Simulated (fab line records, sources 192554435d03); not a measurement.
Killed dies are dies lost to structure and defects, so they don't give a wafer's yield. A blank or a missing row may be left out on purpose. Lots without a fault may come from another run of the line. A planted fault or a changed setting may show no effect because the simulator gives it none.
Which tool did it? | flow n5_finfet | 11 lots, 32 wafers sampled, at 2 steps of a route of 1938

WHAT THE GAUGES READ, wafer by wafer
N5_BEOL_M15_THK_MEAS_50: measures by xrf.
lot  | measured     | on            | M15_THK (nm)
L748 | day 11 01:19 | film_metro-01 | 823 848 859
L749 | day 11 15:58 | film_metro-01 | 844 848 848
L751 | day 11 16:08 | film_metro-01 | 872 855 854
L750 | day 12 06:29 | film_metro-01 | 855 876 857
L754 | day 12 13:40 | film_metro-01 | 827 849 824
L753 | day 12 16:35 | film_metro-01 | 834 816
L755 | day 13 12:43 | film_metro-01 | 856 843 879
L762 | day 15 04:23 | film_metro-01 | 866 890 886
L764 | day 15 14:36 | film_metro-01 | 851 838 884
L766 | day 16 04:09 | film_metro-02 | 844 874 885
L770 | day 17 03:47 | film_metro-01 | 879 861 882

WHICH TOOL RAN EACH LOT (tool, then ch and the chambers of the sampled wafers, then the start)
lot  | N5_BEOL_M15_CMP_49
L748 | cmp-04 ch 1,3, day 11 01:03
L749 | cmp-04 ch 0,2,3, day 11 15:40
L751 | cmp-03 ch 0,2,3, day 11 15:50
L750 | cmp-04 ch 0,1,3, day 12 06:13
L754 | cmp-01 ch 0,2,3, day 12 13:25
L753 | cmp-04 ch 2,3, day 12 16:24
L755 | cmp-03 ch 0,3, day 13 12:25
L762 | cmp-04 ch 0,1,2, day 15 04:07
L764 | cmp-04 ch 1,2, day 15 14:19
L766 | cmp-04 ch 0,1,3, day 16 03:52
L770 | cmp-01 ch 0,1, day 17 03:29
- N5_BEOL_M15_CMP_49: polishes, stops on SiO2, t overpolish 4.9 s, target thk 850 nm.

WHAT THE TOOLS THEMSELVES READ (means of the sampled wafers that have a number; where no wafer has one, the mark that the record gives instead)
N5_BEOL_M15_CMP_49.
lot  | tool   | barrier_field_endpoint_s (s) | clearing_platen_rpm (rpm) | motor_current_A (A) | overpolish_run_s (s) | slurry_filter_dp_kPa (kPa)
L748 | cmp-04 | 11.6                         | 80.00                     | 8.2                 | 4.904                | 13.48
L749 | cmp-04 | 11.3                         | 80.00                     | 8.3                 | 4.897                | 13.44
L751 | cmp-03 | 11.1                         | 79.95                     | 7.5                 | 4.899                | 13.44
L750 | cmp-04 | 12.0                         | 79.98                     | 8.4                 | 4.897                | 13.45
L754 | cmp-01 | 11.6                         | 80.00                     | 8.0                 | 4.907                | 13.54
L753 | cmp-04 | 11.0                         | 80.02                     | 8.3                 | 4.889                | 13.55
L755 | cmp-03 | 11.3                         | 79.97                     | 8.0                 | 4.904                | 13.58
L762 | cmp-04 | 11.3                         | 80.03                     | 8.1                 | 4.903                | 13.48
L764 | cmp-04 | 11.8                         | 80.02                     | 8.5                 | 4.905                | 13.55
L766 | cmp-04 | 11.6                         | 79.98                     | 8.1                 | 4.906                | 13.37
L770 | cmp-01 | 11.2                         | 79.94                     | 8.5                 | 4.897                | 13.57

THE ANSWER, worked out from the rows above alone
Rule: what is usual is taken from the lots themselves. Put in order of their means at a reading, lots are off if they are a third of the lots or fewer, leave a main group of 4 or more, and stand apart from it by a gap of 3 or more times the standard deviation of the main group's means; of several such gaps the widest counts. A main group whose means are all the same, to the digits that the tables above print for the reading, isn't used. A lot without any number at a reading at which 4 lots or more have one is off too. The other lots that the step has rows for count as sound. The gauges are gone through in route order, then the tools' own readings, and for those a lot's mean is taken as printed above. The first step at which some lot is off is used, and at that step the reading that is off furthest; a lot without a number counts as furthest.
No lot is off at any reading shown: from this, nothing can be told.

WHAT THE SIMULATOR HAD PUT IN
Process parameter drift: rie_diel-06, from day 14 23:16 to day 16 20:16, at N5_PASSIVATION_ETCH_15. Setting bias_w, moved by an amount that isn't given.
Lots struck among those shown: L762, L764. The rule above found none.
